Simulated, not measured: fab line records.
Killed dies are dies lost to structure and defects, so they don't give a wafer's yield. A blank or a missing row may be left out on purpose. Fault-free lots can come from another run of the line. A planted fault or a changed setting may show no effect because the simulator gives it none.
Which tool did it? / flow nand-harc / 11 lots with 33 wafers sampled at 7 steps, on a route of 1159 steps

WHAT THE GAUGES SHOWED, per wafer
NHARC_P_ZERO_WELL_CD_MEAS_52: target cd 2000 nm.
lot=L697; measured=day 1 23:43; on=cd-sem-02; cd-nm (nm)=2002.7 1999.8 2002.9
lot=L699; measured=day 2 11:40; on=cd-sem-02; cd-nm (nm)=2000.4 2000.4 2001.8
lot=L701; measured=day 2 23:50; on=cd-sem-02; cd-nm (nm)=2001.2 2003.2 2001.8
lot=L702; measured=day 3 06:03; on=cd-sem-03; cd-nm (nm)=2003.0 2001.5 2003.9
lot=L706; measured=day 4 05:37; on=cd-sem-01; cd-nm (nm)=2003.2 2002.5 2004.4
lot=L707; measured=day 4 11:37; on=cd-sem-01; cd-nm (nm)=2002.0 2000.7 1999.5
lot=L712; measured=day 5 17:41; on=cd-sem-01; cd-nm (nm)=2003.2 2003.4 2002.4
lot=L713; measured=day 5 23:50; on=cd-sem-02; cd-nm (nm)=2001.2 2002.1 2003.1
lot=L714; measured=day 6 06:00; on=cd-sem-01; cd-nm (nm)=1998.4 2004.3 2001.4
lot=L715; measured=day 6 11:47; on=cd-sem-02; cd-nm (nm)=2001.7 2001.8 2001.6
lot=L717; measured=day 6 23:40; on=cd-sem-02; cd-nm (nm)=2004.2 2003.3 2005.0

NHARC_P_STI_CD_MEAS_09: target cd 200 nm.
lot=L697; measured=day 2 15:21; on=cd-sem-02; cd-nm (nm)=199.3 200.0 201.6
lot=L699; measured=day 3 02:24; on=cd-sem-03; cd-nm (nm)=197.8 200.7 198.4
lot=L701; measured=day 3 16:57; on=cd-sem-02; cd-nm (nm)=202.8 201.7 198.0
lot=L702; measured=day 3 23:37; on=cd-sem-02; cd-nm (nm)=201.5 202.2 204.1
lot=L706; measured=day 4 23:56; on=cd-sem-01; cd-nm (nm)=249.4 252.0 251.5 249.7 251.8 251.4
lot=L707; measured=day 5 04:43; on=cd-sem-01; cd-nm (nm)=201.3 203.8 202.7
lot=L712; measured=day 6 08:30; on=cd-sem-02; cd-nm (nm)=237.1 241.9 241.9 237.4 242.1 242.1
lot=L713; measured=day 6 18:31; on=cd-sem-01; cd-nm (nm)=202.3 201.5 200.6
lot=L714; measured=day 7 02:01; on=cd-sem-01; cd-nm (nm)=201.5 200.2 201.8
lot=L715; measured=day 7 01:51; on=cd-sem-01; cd-nm (nm)=200.9 200.5 205.1
lot=L717; measured=day 7 13:21; on=cd-sem-03; cd-nm (nm)=201.2 201.9 204.9

NHARC_P_STI_OCD_MEAS_17.
lot=L697; measured=day 2 16:11; on=ocd-01; trench-depth-nm (nm)=302 304 302; trench-foot-cd-nm (nm)=156.7 156.9 159.7
lot=L699; measured=day 3 03:11; on=ocd-02; trench-depth-nm (nm)=303 302 306; trench-foot-cd-nm (nm)=155.6 158.0 155.7
lot=L701; measured=day 3 17:45; on=ocd-02; trench-depth-nm (nm)=303 303 298; trench-foot-cd-nm (nm)=160.1 158.6 156.3
lot=L702; measured=day 4 00:24; on=ocd-02; trench-depth-nm (nm)=300 298 298; trench-foot-cd-nm (nm)=159.6 159.9 162.5
lot=L706; measured=day 5 10:10; on=ocd-01; trench-depth-nm (nm)=303 310 305 303 309 305; trench-foot-cd-nm (nm)=207.1 208.7 208.7 207.9 208.8 209.2
lot=L707; measured=day 5 05:30; on=ocd-02; trench-depth-nm (nm)=307 306 306; trench-foot-cd-nm (nm)=158.1 160.8 159.8
lot=L712; measured=day 6 15:32; on=ocd-02; trench-depth-nm (nm)=300 304 304 301 303 303; trench-foot-cd-nm (nm)=195.2 199.6 199.6 195.2 199.5 199.8
lot=L713; measured=day 6 19:19; on=ocd-01; trench-depth-nm (nm)=299 292 295; trench-foot-cd-nm (nm)=160.2 160.2 159.5
lot=L714; measured=day 7 02:49; on=ocd-02; trench-depth-nm (nm)=298 301 301; trench-foot-cd-nm (nm)=159.6 157.6 160.1
lot=L715; measured=day 7 02:38; on=ocd-01; trench-depth-nm (nm)=308 299 305; trench-foot-cd-nm (nm)=158.3 159.3 162.3
lot=L717; measured=day 7 14:08; on=ocd-01; trench-depth-nm (nm)=302 302 300; trench-foot-cd-nm (nm)=159.0 159.4 162.8

NHARC_END_SORT_01.
lot=L706; measured=day 22 15:08; on=prober-02; killed-at-array=24 25 21; killed-at-other=0 1 0; killed-at-periphery=17 37 42; killed-dies=41 63 63; killed-open=5 5 3; killed-short=2 5 0
lot=L712; measured=day 22 23:26; on=prober-02; killed-at-array=35 26 28; killed-at-other=0 2 0; killed-at-periphery=5 2 9; killed-dies=40 30 37; killed-open=4 3 4; killed-short=2 2 2

TOOL THAT RAN EACH LOT (tool first, then ch and the chambers of the sampled wafers, then the start)
lot=L697; NHARC_P_STI_EXPOSE_06=krf-scanner-04 ch 0, day 2 15:12; NHARC_P_GATE_DESCUM_48=rie-diel-06 ch 2,3, day 5 05:34; NHARC_P_GATE_RTA_80=rtp-anneal-02 ch 0, day 5 11:35
lot=L699; NHARC_P_STI_EXPOSE_06=krf-scanner-04 ch 0, day 3 02:16; NHARC_P_GATE_DESCUM_48=rie-diel-06 ch 0,1,3, day 6 00:19; NHARC_P_GATE_RTA_80=rtp-anneal-01 ch 0, day 6 05:59
lot=L701; NHARC_P_STI_EXPOSE_06=krf-scanner-04 ch 0, day 3 16:49; NHARC_P_GATE_DESCUM_48=rie-diel-11 ch 0,1,2, day 6 11:52; NHARC_P_GATE_RTA_80=rtp-anneal-02 ch 0, day 6 18:07
lot=L702; NHARC_P_STI_EXPOSE_06=krf-scanner-03 ch 0, day 3 23:28; NHARC_P_GATE_DESCUM_48=rie-diel-11 ch 1,2, day 6 11:28; NHARC_P_GATE_RTA_80=rtp-anneal-01 ch 0, day 6 17:17
lot=L706; NHARC_P_STI_EXPOSE_06=krf-scanner-03 ch 0, day 4 23:47; NHARC_P_GATE_DESCUM_48=rie-diel-11 ch 0,1, day 8 12:11; NHARC_P_GATE_RTA_80=rtp-anneal-02 ch 0, day 8 18:23
lot=L707; NHARC_P_STI_EXPOSE_06=krf-scanner-01 ch 0, day 5 04:34; NHARC_P_GATE_DESCUM_48=rie-diel-11 ch 0,1,3, day 7 16:56; NHARC_P_GATE_RTA_80=rtp-anneal-01 ch 0, day 7 22:49
lot=L712; NHARC_P_STI_EXPOSE_06=krf-scanner-03 ch 0, day 6 08:20; NHARC_P_GATE_DESCUM_48=rie-diel-06 ch 0,2,3, day 9 05:46; NHARC_P_GATE_RTA_80=rtp-anneal-02 ch 0, day 9 11:26
lot=L713; NHARC_P_STI_EXPOSE_06=krf-scanner-04 ch 0, day 6 18:22; NHARC_P_GATE_DESCUM_48=rie-diel-11 ch 0,1,2, day 9 12:25; NHARC_P_GATE_RTA_80=rtp-anneal-02 ch 0, day 9 18:18
lot=L714; NHARC_P_STI_EXPOSE_06=krf-scanner-04 ch 0, day 7 01:52; NHARC_P_GATE_DESCUM_48=rie-diel-06 ch 1,3, day 9 17:47; NHARC_P_GATE_RTA_80=rtp-anneal-02 ch 0, day 9 23:41
lot=L715; NHARC_P_STI_EXPOSE_06=krf-scanner-01 ch 0, day 7 01:43; NHARC_P_GATE_DESCUM_48=rie-diel-06 ch 2,3, day 9 17:37; NHARC_P_GATE_RTA_80=rtp-anneal-02 ch 0, day 9 23:31
lot=L717; NHARC_P_STI_EXPOSE_06=krf-scanner-04 ch 0, day 7 13:12; NHARC_P_GATE_DESCUM_48=rie-diel-11 ch 0,3, day 10 09:04; NHARC_P_GATE_RTA_80=rtp-anneal-02 ch 0, day 10 15:02
- NHARC_P_STI_EXPOSE_06: exposes mask P STI, target cd 200 nm.
- NHARC_P_GATE_DESCUM_48: chemistry O2, time 3 s.
- NHARC_P_GATE_RTA_80: time 30 s.

WHAT THE TOOLS THEMSELVES READ (means of the sampled wafers that have a number; where no wafer has one, the mark that the record gives instead)
NHARC_P_STI_EXPOSE_06.
lot=L697 tool=krf-scanner-04 exposure-dose-mJ-cm2=37.68
lot=L699 tool=krf-scanner-04 exposure-dose-mJ-cm2=37.65
lot=L701 tool=krf-scanner-04 exposure-dose-mJ-cm2=37.64
lot=L702 tool=krf-scanner-03 exposure-dose-mJ-cm2=37.66
lot=L706 tool=krf-scanner-03 exposure-dose-mJ-cm2=47.29
lot=L707 tool=krf-scanner-01 exposure-dose-mJ-cm2=37.64
lot=L712 tool=krf-scanner-03 exposure-dose-mJ-cm2=45.39
lot=L713 tool=krf-scanner-04 exposure-dose-mJ-cm2=37.75
lot=L714 tool=krf-scanner-04 exposure-dose-mJ-cm2=37.63
lot=L715 tool=krf-scanner-01 exposure-dose-mJ-cm2=37.64
lot=L717 tool=krf-scanner-04 exposure-dose-mJ-cm2=37.67

NHARC_P_GATE_DESCUM_48.
lot=L697; tool=rie-diel-06; chamber-pressure-mTorr (mTorr)=60.05; drypump-motor-current-A (A)=5.7; oes-product-au (a.u.)=1.003; rf-vpp-V (V)=58.3; showerhead-plenum-p-Torr (Torr)=1.97; throttle-valve-pct (%)=11.302
lot=L699; tool=rie-diel-06; chamber-pressure-mTorr (mTorr)=59.94; drypump-motor-current-A (A)=5.9; oes-product-au (a.u.)=1.006; rf-vpp-V (V)=58.2; showerhead-plenum-p-Torr (Torr)=1.88; throttle-valve-pct (%)=11.309
lot=L701; tool=rie-diel-11; chamber-pressure-mTorr (mTorr)=60.04; drypump-motor-current-A (A)=5.4; oes-product-au (a.u.)=1.000; rf-vpp-V (V)=57.9; showerhead-plenum-p-Torr (Torr)=1.94; throttle-valve-pct (%)=11.304
lot=L702; tool=rie-diel-11; chamber-pressure-mTorr (mTorr)=59.96; drypump-motor-current-A (A)=5.5; oes-product-au (a.u.)=1.008; rf-vpp-V (V)=58.2; showerhead-plenum-p-Torr (Torr)=2.00; throttle-valve-pct (%)=11.311
lot=L706; tool=rie-diel-11; chamber-pressure-mTorr (mTorr)=59.98; drypump-motor-current-A (A)=5.5; oes-product-au (a.u.)=1.012; rf-vpp-V (V)=57.6; showerhead-plenum-p-Torr (Torr)=1.94; throttle-valve-pct (%)=11.306
lot=L707; tool=rie-diel-11; chamber-pressure-mTorr (mTorr)=59.98; drypump-motor-current-A (A)=5.4; oes-product-au (a.u.)=1.006; rf-vpp-V (V)=58.3; showerhead-plenum-p-Torr (Torr)=1.95; throttle-valve-pct (%)=11.311
lot=L712; tool=rie-diel-06; chamber-pressure-mTorr (mTorr)=60.04; drypump-motor-current-A (A)=5.6; oes-product-au (a.u.)=1.003; rf-vpp-V (V)=57.1; showerhead-plenum-p-Torr (Torr)=1.90; throttle-valve-pct (%)=11.312
lot=L713; tool=rie-diel-11; chamber-pressure-mTorr (mTorr)=59.96; drypump-motor-current-A (A)=5.4; oes-product-au (a.u.)=1.007; rf-vpp-V (V)=58.2; showerhead-plenum-p-Torr (Torr)=1.94; throttle-valve-pct (%)=11.312
lot=L714; tool=rie-diel-06; chamber-pressure-mTorr (mTorr)=60.03; drypump-motor-current-A (A)=6.1; oes-product-au (a.u.)=1.010; rf-vpp-V (V)=56.5; showerhead-plenum-p-Torr (Torr)=1.92; throttle-valve-pct (%)=11.307
lot=L715; tool=rie-diel-06; chamber-pressure-mTorr (mTorr)=60.01; drypump-motor-current-A (A)=5.4; oes-product-au (a.u.)=1.011; rf-vpp-V (V)=57.6; showerhead-plenum-p-Torr (Torr)=1.96; throttle-valve-pct (%)=11.305
lot=L717; tool=rie-diel-11; chamber-pressure-mTorr (mTorr)=59.97; drypump-motor-current-A (A)=5.4; oes-product-au (a.u.)=1.005; rf-vpp-V (V)=58.5; showerhead-plenum-p-Torr (Torr)=1.97; throttle-valve-pct (%)=11.311

NHARC_P_GATE_RTA_80.
lot=L697; tool=rtp-anneal-02; lamp-power-pct (%)=2.44; wafer_temp_C_max=302.0
lot=L699; tool=rtp-anneal-01; lamp-power-pct (%)=2.28; wafer_temp_C_max=301.1
lot=L701; tool=rtp-anneal-02; lamp-power-pct (%)=2.44; wafer_temp_C_max=302.0
lot=L702; tool=rtp-anneal-01; lamp-power-pct (%)=2.29; wafer_temp_C_max=301.2
lot=L706; tool=rtp-anneal-02; lamp-power-pct (%)=2.45; wafer_temp_C_max=302.0
lot=L707; tool=rtp-anneal-01; lamp-power-pct (%)=2.28; wafer_temp_C_max=301.0
lot=L712; tool=rtp-anneal-02; lamp-power-pct (%)=2.45; wafer_temp_C_max=302.0
lot=L713; tool=rtp-anneal-02; lamp-power-pct (%)=2.44; wafer_temp_C_max=302.1
lot=L714; tool=rtp-anneal-02; lamp-power-pct (%)=2.44; wafer_temp_C_max=302.1
lot=L715; tool=rtp-anneal-02; lamp-power-pct (%)=2.44; wafer_temp_C_max=302.1
lot=L717; tool=rtp-anneal-02; lamp-power-pct (%)=2.45; wafer_temp_C_max=302.3

THE ANSWER, worked out from the rows above alone
Rule: usual is defined by the lots themselves. The widest of any qualifying gaps counts: lots, ordered by their means at a reading, are off when they make up no more than a third of the lots, leave a main group of 4 or more, and stand apart from it by 3 or more times the standard deviation of that group's means. A main group is skipped when, at the precision printed for the reading in the tables above, its means are all equal. A lot without any number at a reading at which 4 lots or more have one is off too. Where the step has rows for the other lots, those lots are counted as sound. The gauges are gone through in route order, then the tools' own readings, and for those a lot's mean is taken as printed above. At the first step where some lot is off, the reading lying furthest off is the one used; lots without a number count as furthest.
Off: L706, L712, at NHARC_P_STI_CD_MEAS_09 (cd-nm). For the main group the mean is 201.4 nm and the standard deviation 1.2.
A tool fits if, at a process step before that reading, it ran every lot that is off, and no sound lot after the first of them. Not tried: the gauges at NHARC_P_STI_CD_MEAS_09; whatever is off there is also off at NHARC_P_STI_OCD_MEAS_17, on other tools, and gauge error can't account for it. One fits: NHARC_P_STI_EXPOSE_06 on krf-scanner-03. A fault onset in the window from L702 (day 3 23:28, its last sound lot) to L706 (day 4 23:47, its first lot off) fits.
The tool's own readings at NHARC_P_STI_EXPOSE_06 bear it out: on the lots that are off they differ by more than 5 times the standard deviation of the sound lots' means. exposure-dose-mJ-cm2 reads 46.34 there against 37.66 on the sound lots.

WHAT THE SIMULATOR PUT IN
Process parameters drifting: krf-scanner-03 at NHARC_P_STI_EXPOSE_06, beginning at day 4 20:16. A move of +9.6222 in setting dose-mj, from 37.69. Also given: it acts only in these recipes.
Lots struck among those shown: L706, L712. Same finding as the rule above.
